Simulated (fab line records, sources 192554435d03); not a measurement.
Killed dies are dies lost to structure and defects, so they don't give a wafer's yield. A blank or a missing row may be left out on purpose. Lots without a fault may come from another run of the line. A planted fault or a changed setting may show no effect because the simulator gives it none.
fab line records | flow n5_finfet
record lots=4 wafers=11 last_day=22
route steps=1938 shown BEOL_M2@879 BEOL_M4@1111 PASSIVATION@1936
lots that met no fault: from a run of the same line without faults
start_h: hours from the record's first day to the start of the lot's first wafer shown | wait_h: hours since the lot's step before | " the same as in the row above | L1.1+2: a row that stands for several wafers | - no value, or no start given | * or withheld: withheld | < > ~ a bound
route shown NAME@n: a module of which the file shows steps, and the number in the route of the first | usual: mean/standard deviation of fault-free wafers | same: alike in all rows | chamber/n: place in a boat | sites: the reading at each site | _std_site: their standard deviation | _edge_site: outer sites' mean less inner sites' | radius_mm: how far each site lies from the wafer's centre | mask NAME#n: copy n | behind: the tool/chamber that last shaped the wafer | hold: why the lot was held/for how many hours/how that ended | device: the transistor (n, p or np) that didn't switch | end of line: the same wafers' tests at the end of the route | a step without rows: its recipe alone | killed: dies lost to structure and defects at the first sort, not the wafer's yield | map: a wafer's dies, x killed, . not, _ none there
set.NAME: the setting as run; set.NAME@STEP: as run at that earlier step | model.NAME: the simulator's own value behind a step, which no gauge read
lots at some steps of the route; a table a step, a row a wafer
services: from which hour (start_h, from the record's first day; less than 0 if before it) a tool's chamber was out of use, for how many hours, and why
## steps
# step N5_BEOL_M2_DESCUM_33
# recipe chemistry=O2 time_s=7 source_power_w=50 bias_power_w=20 pressure_mtorr=20 rf_frequency_hz=2.712e+07 temp_c=40 resist=CAR-EUV o2_flow_sccm=225
# step N5_BEOL_M2_ETCH_77
# recipe chemistry=N2/H2 target=underlayer target_depth_a=65 mask_material=CAR-EUV time_s=5.2 ion_energy_ev=200 pressure_mtorr=30 source_w=840 bias_w=150 n2_flow_sccm=200 h2_flow_sccm=200 ends=cleared
# step N5_BEOL_M2_ETCH_69
# recipe chemistry=CF4 target=SiARC target_depth_a=156 mask_material=CAR-EUV time_s=26 ion_energy_ev=80 pressure_mtorr=40 source_w=545 bias_w=36 Ar_flow_sccm=100 cf4_flow_sccm=100 ends=cleared
# step N5_BEOL_M2_ALD_98
# recipe material=SiO2 target_thk_a=25 temp_c=100 ald_precursor_family=BDEAS ald_co_reactant=O2-plasma pulse_time_s=1 co_reactant_pulse_time_s=1 purge_time_s=2 co_reactant_purge_time_s=2 ald_cycles=17 pressure_torr=2
# step N5_BEOL_M2_ETCHBACK_99
# recipe chemistry=CHF3 target=SiO2 target_depth_a=50 time_s=10.4 source_w=215 bias_w=47 Ar_flow_sccm=200 CHF3_flow_sccm=12 ion_energy_ev=100 pressure_mtorr=30
# step N5_BEOL_M2_ETCH_70
# recipe chemistry=N2/H2 target=SOC target_depth_a=800 overetch_a=240 mask_material=SiARC temp_c=40 time_s=130 ion_energy_ev=200 pressure_mtorr=30 source_w=840 bias_w=150 n2_flow_sccm=200 h2_flow_sccm=200
# step N5_BEOL_M2_STRIP_71
# recipe chemistry=N2/H2 temp_c=40 n2_flow_sccm=200 h2_flow_sccm=200 rf_frequency_hz=6e+07
# step N5_BEOL_M2_STRIP_78
# recipe chemistry=N2/H2 temp_c=40 n2_flow_sccm=200 h2_flow_sccm=200 rf_frequency_hz=6e+07
# step N5_BEOL_M2_VIA_ETCH_34
# recipe chemistry=C4F6/O2 target_depth_a=694 mask_material=SOC pressure_mtorr=15 ion_energy_ev=250 taper_deg=4 time_s=65.9 source_w=350 bias_w=170 Ar_flow_sccm=300 C4F6_flow_sccm=10 O2_flow_sccm=10
# step N5_BEOL_M2_STRIP_83
# recipe chemistry=C4F6/O2 resist=SiARC rf_frequency_hz=6e+07
# step N5_BEOL_M2_STRIP_36
# recipe chemistry=N2/H2 power_w=450 temp_c=40 pressure_mtorr=20 rf_frequency_hz=6e+07 overash_fraction=0.3 bias_power_w=7 h2_frac=0.5 n2_flow_sccm=200 h2_flow_sccm=200
# step N5_BEOL_M2_TRENCH_ETCH_37
# recipe chemistry=C4F6/O2 target_depth_a=555.55 target=SiOC time_s=29.2 ion_energy_ev=250 pressure_mtorr=30 source_w=355 bias_w=185 Ar_flow_sccm=300 C4F6_flow_sccm=10 O2_flow_sccm=10
# usual O2_flow_sccm=10.00/0.033 drypump_motor_current_A=5.7/0.41 oes_ar_750_au=0.80/0.091 oes_product_au=0.80/0.098 rf_vpp_V=667/6.4 showerhead_plenum_p_Torr=2.89/0.1 throttle_valve_pct=20.88/0.15
# columns lot.wafer tool chamber start_h wait_h O2_flow_sccm drypump_motor_current_A oes_ar_750_au oes_product_au rf_hours_counter_h rf_vpp_V showerhead_plenum_p_Torr throttle_valve_pct model.etch.depth_nm model.BEOL_M2.feature_depth_nm model.TiN_of_BEOL_M2_HM_DEP_02.thk_nm
L371.2 rie_diel-02 3 150.79 - 10.03 5.6 0.77 0.77 135 665 2.74 21.02 54.56 54.6 17.6
L371.4 " 2 " " 9.99 5.7 0.81 0.81 - 677 2.98 20.89 55.78 55.8 17.6
L371.6 " 1 " " 10.04 5.8 0.76 0.74 - 665 2.96 20.80 54.61 54.6 17.6
L378.5 rie_diel-02 3 198.87 - 9.96 5.6 0.76 1.06 - 663 2.73 21.12 89.92 90 15.8
L378.6 " 0 " " 9.97 5.6 0.71 0.99 - 669 2.72 20.90 90.45 90.4 15.6
L379.2 rie_diel-02 0 206.54 - 9.95 5.6 0.71 0.71 201 668 2.72 20.83 55.58 55.6 18
L379.4 " 2 " " 10.01 5.7 0.79 0.80 106 676 2.97 20.91 55.47 55.4 18.2
L379.5 " 1 " " 10.01 5.8 0.74 1.03 - 665 2.95 20.92 91.3 91.2 16.6
L386.4 rie_diel-05 1 291.74 - 9.97 5.4 0.87 0.87 36 664 3.02 20.67 55.33 55.4 18
L386.5 " 2 " " 9.97 5.8 0.99 0.98 - 658 2.92 20.89 55.29 55.2 18
L386.6 " 1 " " 9.97 5.4 0.88 0.87 - 664 3.02 20.68 55.1 55 18.2
# step N5_BEOL_M2_ETCH_41
# recipe chemistry=CH3F/O2 target=SiCN target_depth_a=299 taper_deg=2 time_s=52.5 ion_energy_ev=120 mask_material=TiN pressure_mtorr=30 source_w=395 bias_w=75 Ar_flow_sccm=150 CH3F_flow_sccm=30 O2_flow_sccm=20
# step N5_BEOL_M2_STRIP_97
# recipe chemistry=N2/H2 time_s=10 power_w=450 temp_c=40 pressure_mtorr=20 rf_frequency_hz=6e+07 bias_power_w=7 n2_flow_sccm=200 h2_flow_sccm=200
# step N5_BEOL_M2_OCD_MEAS_38
# usual trench_depth_nm=55.2/0.88
# columns lot.wafer tool chamber start_h wait_h trench_depth_nm
L371.2 ocd-01 - 150.95 - 54.5
L371.4 " - " " 55.6
L371.6 " - " " 54.6
L378.5 ocd-01 - 199.01 - 89.5
L378.6 " - " " 90.5
L379.2 ocd-02 - 206.69 - 55.8
L379.4 " - " " 55.6
L379.5 " - " " 91.3
L386.4 ocd-02 - 291.90 - 55.4
L386.5 " - " " 54.8
L386.6 " - " " 55.3
# step N5_BEOL_M2_HM_STRIP_39
# recipe chemistry=peroxide_tin_strip material=TiN target_depth_a=250 temp_c=50 time_s=158
# step N5_BEOL_M2_SRD_40
# recipe time_s=30 temp_c=23 rinse_liquid=diw dry=ipa_marangoni
# step N5_BEOL_M2_PRECLEAN_42
# recipe chemistry=residue_remover time_s=60 temp_c=40
# step N5_BEOL_M2_SRD_43
# recipe time_s=30 temp_c=23 rinse_liquid=diw dry=ipa_marangoni
# step N5_BEOL_M2_DEGAS_44
# recipe ambient=vacuum temp_c=250 time_s=60
# step N5_BEOL_M2_PRE_CLEAN_45
# recipe gas=H2/He time_s=30 temp_c=250
# step N5_BEOL_M2_ALD_84
# recipe material=TaN target_thk_a=* temp_c=275 ald_precursor_family=PDMAT ald_co_reactant=NH3 pressure_torr=3 carrier_flow_sccm=1500 pulse_time_s=2 purge_time_s=3 co_reactant_purge_time_s=2 co_reactant_pulse_time_s=3 ald_cycles=30 precursor_vessel_temp_c=75 precursor_vessel_pressure_torr=26.25 precursor_vessel_carrier_sccm=1000
# step N5_BEOL_M2_SURFACE_TREAT_85
# recipe gas=Ar time_s=* ion_energy_ev=* ion_current_ma_cm2=0.5 pressure_mtorr=* ar_flow_sccm=30
# step N5_BEOL_M2_CVD_47
# recipe material=Co target_thk_a=30 temp_c=withheld precursor=CCTBA/H2 pressure_torr=30 time_s=223.8
# step N5_BEOL_M2_SPUTTER_48
# recipe material=Cu target_thk_a=45 temp_c=-20 chamber_pressure_pa=0.07 power_w=withheld time_s=8.29
# step N5_BEOL_M2_ANNEAL_49
# recipe temp_c=400 time_s=240 ambient=vacuum
# step N5_BEOL_M2_SPUTTER_79
# recipe material=Cu target_thk_a=45 temp_c=-20 chamber_pressure_pa=0.07 power_w=withheld time_s=8.29
# step N5_BEOL_M2_ANNEAL_80
# recipe temp_c=400 time_s=240 ambient=vacuum
# step N5_BEOL_M2_SPUTTER_81
# recipe material=Cu target_thk_a=45 temp_c=-20 chamber_pressure_pa=0.07 power_w=withheld time_s=8.29
# step N5_BEOL_M2_ANNEAL_82
# recipe temp_c=400 time_s=240 ambient=vacuum
# step N5_BEOL_M2_SPUTTER_86
# recipe material=Cu target_thk_a=45 temp_c=-20 chamber_pressure_pa=0.07 power_w=withheld time_s=8.29
# step N5_BEOL_M2_ANNEAL_87
# recipe temp_c=400 time_s=240 ambient=vacuum
# step N5_BEOL_M2_SPUTTER_88
# recipe material=Cu target_thk_a=45 temp_c=-20 chamber_pressure_pa=0.07 power_w=withheld time_s=8.29
# step N5_BEOL_M2_ANNEAL_89
# recipe temp_c=400 time_s=240 ambient=vacuum
# step N5_BEOL_M2_SPUTTER_90
# recipe material=Cu target_thk_a=45 temp_c=-20 chamber_pressure_pa=0.07 power_w=withheld time_s=8.29
# step N5_BEOL_M2_ANNEAL_91
# recipe temp_c=400 time_s=240 ambient=vacuum
# step N5_BEOL_M2_SPUTTER_92
# recipe material=Cu target_thk_a=45 temp_c=-20 chamber_pressure_pa=0.07 power_w=withheld time_s=8.29
# step N5_BEOL_M2_ANNEAL_93
# recipe temp_c=400 time_s=240 ambient=vacuum
# step N5_BEOL_M2_SPUTTER_94
# recipe material=Cu target_thk_a=45 temp_c=-20 chamber_pressure_pa=0.07 power_w=withheld time_s=8.29
# step N5_BEOL_M2_ANNEAL_95
# recipe temp_c=400 time_s=240 ambient=vacuum
# step N5_BEOL_M2_CMP_52
# recipe stop_on=SiOC t_overpolish_s=6.8 down_force_psi=1 platen_rpm=50 clearing_platen_down_force_psi=1.5 clearing_platen_rpm=50 post_cmp_clean=cu_alkaline target_thk_nm=40 clearing_platen_pad_velocity_m_s=0.99484 pad_velocity_m_s=0.99484
# usual clearing_platen_rpm=50.003/0.025 motor_current_A=6.2/0.66
# columns lot.wafer tool chamber start_h wait_h clearing_platen_rpm motor_current_A model.Cu_of_BEOL_M2_ECD_50.thk_nm
L371.2 cmp-03 2 155.71 0.3 50.017 5.5 39.8
L371.4 " 3 " " 49.996 6.5 39.4
L371.6 " 1 " " 49.993 6.0 39.6
L378.6 cmp-01 2 203.07 0.2 50.027 7.1 75.4
L378.5 " 3 " " 50.007 7.1 73.8
L386.4 cmp-04 1 296.72 0.1 49.990 7.0 40
L386.5 " 1 " " 49.987 7.2 40.2
L386.6 " 2 " " 50.004 5.6 39.6
L379.4 cmp-03 2 319.76 0.1 50.061 5.7 40
L379.2 " 1 " " 50.017 6.3 40.2
L379.5 " 2 " " 50.014 5.3 75.6
# step N5_BEOL_M2_THK_MEAS_53
# recipe thk_meas_gauge=xrf reads=Cu_of_BEOL_M2_ECD_50
# usual M2_THK=39.3/1
# columns lot.wafer tool chamber start_h wait_h M2_THK[nm]
L371.2 film_metro-01 - 155.93 - 39.4
L371.4 " - " " 38.9
L371.6 " - " " 39.2
L378.5 film_metro-01 - 203.22 - 72.8
L378.6 " - " " 74.4
L386.4 film_metro-01 - 297.01 - 39.8
L386.5 " - " " 40.0
L386.6 " - " " 39.5
L379.2 film_metro-01 - 320.05 - 39.6
L379.4 " - " " 39.4
L379.5 " - " " 74.4
# step N5_BEOL_M2_RS_MEAS_58
# recipe thk_meas_gauge=four-point-probe reads=Co_of_BEOL_M2_CO_CAP_55+Cu_of_BEOL_M2_ECD_50+Co_of_BEOL_M2_CVD_47+TaN_of_BEOL_M2_ALD_84
# usual M2_RS=0.675/0.022
# columns lot.wafer tool chamber start_h wait_h M2_RS[ohm/sq]
L371.2 film_metro-02 - 156.19 0.1 0.676
L371.4 " - " " 0.682
L371.6 " - " " 0.679
L378.5 film_metro-02 - 203.54 0.0 0.314
L378.6 " - " " 0.306
L386.4 film_metro-01 - 297.27 0.0 0.670
L386.5 " - " " 0.665
L386.6 " - " " 0.680
L379.2 film_metro-02 - 320.31 0.1 0.666
L379.4 " - " " 0.671
L379.5 " - " " 0.305
# step N5_BEOL_M4_RC_MEAS_101
# usual DIBL_N=36.3/1.1 DIBL_P=36.3/1.4 IOFF_N=0.155/0.019 IOFF_P=0.211/0.027 ION_N=672/8.5 ION_P=462/5.8 SERP_M2=193/12 SERP_M2_max_site=206/14 SS_N=71.5/0.56 SS_P=73.3/0.52 VT_N=249.9/2.5 VT_P=-249.8/2.8
# columns lot.wafer tool chamber start_h wait_h DIBL_N[mV/V] DIBL_P[mV/V] IOFF_N[nA/um] IOFF_P[nA/um] ION_N[uA/um] ION_P[uA/um] SERP_M2[ohm/um] SERP_M2_max_site[ohm/um] SS_N[mV/dec] SS_P[mV/dec] VT_N[mV] VT_P[mV]
L371.2 prober-01 0 196.27 0.2 37.9 37.2 0.171 0.243 674 465 188 202 71.8 74.0 249.2 -248.8
L371.4 " 0 " " 34.5 32.6 0.110 0.165 647 452 177 190 70.7 73.0 254.2 -257.5
L371.6 " 0 " " 36.9 36.4 0.151 0.224 669 467 189 198 71.8 74.6 249.0 -248.6
L378.5 prober-02 0 290.19 0.6 36.5 37.0 0.173 0.213 683 468 95 99 71.7 73.4 246.0 -247.2
L378.6 " 0 " " 37.4 37.2 0.183 0.226 678 457 89 92 71.5 73.6 247.7 -249.5
L386.4 prober-01 0 391.78 0.5 35.9 36.0 0.159 0.206 676 458 198 206 71.5 72.8 250.5 -248.7
L386.5 " 0 " " 36.1 36.5 0.168 0.222 681 466 192 201 71.4 73.5 247.5 -247.2
L386.6 " 0 " " 35.2 35.5 0.148 0.201 674 467 186 198 70.6 73.2 250.6 -250.8
L379.2 prober-02 0 399.79 0.2 37.0 38.3 0.162 0.214 675 466 202 227 71.3 73.5 246.4 -249.6
L379.4 " 0 " " 33.6 32.5 0.105 0.142 658 454 184 190 70.4 72.8 255.7 -256.8
L379.5 " 0 " " 34.7 34.7 0.118 0.173 652 458 92 100 70.4 73.1 253.0 -253.3
# sites SERP_M2 radius_mm=0,75,75,75,75,140,140,140,140
L371.2 188 191 202 202 195 185 182 180 182
L378.5 91 95 90 92 98 99 90 98 97
L386.4 200 206 194 198 189 204 194 204 196
L379.2 209 227 196 215 202 206 181 187 190
# step N5_PASSIVATION_PROBE_49
# usual defect_limited_yield=91.4/1.2 killed_at_M0_to_M3=34/10 killed_at_M4_up=14/5.1 killed_at_contacts=12/6.4 killed_at_front_end=38/9.3 killed_at_other=4/3 killed_dies=102/15 killed_open=67/12 killed_short=33/6.9 sort_bin_5_function=5.0/0.86 sort_bin_6_memory=3.2/0.58 sort_bin_8_speed=0.00/0.0099 sort_n_pass=1078/15 sort_yield_pct=91.4/1.2
# same gross_dies=1180 killed_at_back_side=0 sort_bin_4_leakage[%]=0
# columns lot.wafer tool chamber start_h wait_h defect_limited_yield[%] killed_at_M0_to_M3 killed_at_M4_up killed_at_contacts killed_at_front_end killed_at_other killed_dies killed_open killed_short sort_bin_5_function[%] sort_bin_6_memory[%] sort_bin_8_speed[%] sort_n_pass sort_yield_pct[%]
L378.5 prober-01 - 388.73 0.2 92.3 32 15 16 28 0 91 64 25 4.0 3.4 0 1089 92.3
L378.6 prober-01 - 388.78 0.3 93.4 25 15 19 19 0 78 55 21 4.1 2.2 0 1102 93.4
L386.4 prober-01 - 505.39 0.2 92.4 39 11 8 29 3 90 53 35 4.8 2.1 0 1090 92.4
L386.5 prober-01 - 505.44 0.2 92.6 33 12 6 27 9 87 54 33 4.2 2.6 0 1093 92.6
L386.6 prober-01 - 505.49 0.3 93.7 30 19 4 19 2 74 45 29 4.0 1.9 0 1106 93.7
L379.2 prober-01 - 517.15 0.1 90.3 23 24 10 53 4 114 66 47 5.5 3.8 0 1066 90.3
L379.4 prober-01 - 517.25 0.2 91.7 28 14 9 47 0 98 66 32 4.7 3.3 0 1082 91.7
L379.5 prober-01 - 517.30 0.2 91.7 27 14 19 38 0 98 69 28 5.0 2.9 0 1082 91.7
# killed by level:class
L378.5 MOL_CONTACT_COAG:geometric_particle:open=9 FIN_SAQP:geometric_particle:open=8 MOL_CONTACT_COAG:geometric_particle:short=7 BEOL_M0_SAQP:geometric_particle:open=7 BEOL_M4:geometric_particle:open=7 BEOL_M0_SAQP:geometric_particle:short=5 BEOL_M1:geometric_particle:open=5 BEOL_M2:geometric_particle:open=5
L378.6 MOL_CONTACT_COAG:geometric_particle:open=16 BEOL_M0_SAQP:geometric_particle:open=8 BEOL_M3:geometric_particle:open=6 BEOL_M0_SAQP:geometric_particle:short=5 FIN_SAQP:geometric_particle:open=3 GATE_CUT:geometric_particle:open=3 GATE_CUT:geometric_particle:short=3 MOL_CONTACT_COAG:geometric_particle:short=3
L386.4 BEOL_M0_SAQP:geometric_particle:short=9 MOL_CONTACT_COAG:geometric_particle:open=7 BEOL_M0_SAQP:geometric_particle:open=7 BEOL_M3:geometric_particle:open=7 FIN_SAQP:geometric_particle:short=6 STI_FIN_REVEAL:geometric_particle:open=5 FIN_SAQP:geometric_particle:open=4 DUMMY_GATE:geometric_particle:open=4
L386.5 BEOL_M0_SAQP:geometric_particle:open=10 BEOL_M0_SAQP:geometric_particle:short=7 BEOL_M2:geometric_particle:open=6 BEOL_M4:geometric_particle:open=5 FIN_SAQP:geometric_particle:open=4 FIN_SAQP:geometric_particle:short=4 STI_FIN_REVEAL:geometric_particle:open=4 MOL_CONTACT_COAG:geometric_particle:open=4
L386.6 BEOL_M2:geometric_particle:open=10 BEOL_M0_SAQP:geometric_particle:short=8 BEOL_M4:geometric_particle:open=8 FIN_SAQP:geometric_particle:short=5 GATE_CUT:geometric_particle:short=4 MOL_CONTACT_COAG:geometric_particle:open=4 BEOL_M0_SAQP:geometric_particle:open=4 BEOL_M3:geometric_particle:open=4
L379.2 FIN_SAQP:geometric_particle:short=23 FIN_SAQP:geometric_particle:open=13 BEOL_M2:geometric_particle:open=12 BEOL_M4:geometric_particle:short=9 MOL_CONTACT_COAG:geometric_particle:open=9 BEOL_M4:geometric_particle:open=9 BEOL_M0_SAQP:geometric_particle:open=5 STI_FIN_REVEAL:geometric_particle:open=4
L379.4 BEOL_M2:geometric_particle:open=12 STI_FIN_REVEAL:geometric_particle:open=11 FIN_SAQP:geometric_particle:short=9 MOL_CONTACT_COAG:geometric_particle:open=9 FIN_SAQP:geometric_particle:open=6 BEOL_M4:geometric_particle:open=6 GATE_CUT:geometric_particle:short=4 GATE_CUT:geometric_particle:open=4
L379.5 MOL_CONTACT_COAG:geometric_particle:open=16 BEOL_M2:geometric_particle:open=9 GATE_CUT:geometric_particle:open=8 FIN_SAQP:geometric_particle:short=6 STI_FIN_REVEAL:geometric_particle:open=6 BEOL_M3:geometric_particle:open=6 GATE_CUT:geometric_particle:short=5 BEOL_M0_SAQP:geometric_particle:open=5
## services
# columns tool chamber start_h hours kind
cmp-01 - 130.49 4.0 pm
rie_diel-05 2 144.20 3.8 repair
rie_diel-05 1 157.39 - clean
rie_diel-05 1 157.39 - consumable_replace:focus_ring
rie_diel-05 1 157.39 - consumable_replace:showerhead
rie_diel-05 1 157.39 18.2 scheduled_down
rie_diel-05 1 157.39 18.2 vent_cycle
rie_diel-05 - 172.97 2.8 pm
cmp-04 - 187.56 0.4 repair
cmp-04 - 233.46 4.0 pm
cmp-03 - 235.38 10.9 pm
rie_diel-02 - 238.40 0.2 repair
rie_diel-02 0 251.28 2.0 repair
cmp-03 - 255.03 0.4 repair
cmp-04 - 264.82 0.8 repair
cmp-03 - 270.86 1.0 repair
cmp-01 - 278.77 2.6 repair
cmp-04 - 288.21 0.8 repair
cmp-01 - 298.90 1.8 repair
cmp-03 - 303.08 2.8 repair
cmp-04 - 303.73 2.6 repair
cmp-03 - 313.46 4.0 pm
cmp-03 - 317.46 - consumable_replace:conditioner
cmp-03 - 317.46 - consumable_replace:pad
## key
first_sign step=N5_BEOL_M2_TRENCH_ETCH_37 reading=oes_product_au direction=up sigmas=2.4 usual=0.80 struck=1.03
effect step=N5_BEOL_M2_OCD_MEAS_38 reading=trench_depth_nm direction=up sigmas=40 usual=55.2 struck=90.5
effect step=N5_BEOL_M2_THK_MEAS_53 reading=M2_THK direction=up sigmas=34 usual=39.3 struck=73.9
effect step=N5_BEOL_M2_RS_MEAS_58 reading=M2_RS direction=down sigmas=16 usual=0.675 struck=0.308
effect step=N5_BEOL_M4_RC_MEAS_101 reading=SERP_M2 direction=down sigmas=8.6 usual=193 struck=92
effect step=N5_BEOL_M4_RC_MEAS_101 reading=SERP_M2_max_site direction=down sigmas=7.8 usual=206 struck=97
model_effect step=N5_BEOL_M2_TRENCH_ETCH_37 value=etch.depth_nm without=54.73 struck=90.55
model_effect step=N5_BEOL_M2_CMP_52 value=Cu_of_BEOL_M2_ECD_50.thk_nm without=39.07 struck=74.93
met_at N5_BEOL_M2_TRENCH_ETCH_37
struck_wafers L378.5,L378.6,L379.5
onset_between 150.79 198.87
fault kind=process_parameter_drift tool=rie_diel-02 chamber=- onset_h=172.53 steps=N5_BEOL_M2_TRENCH_ETCH_37 channel=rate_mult offset=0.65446 shape=step end_h=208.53 scope=struck_wafers_only
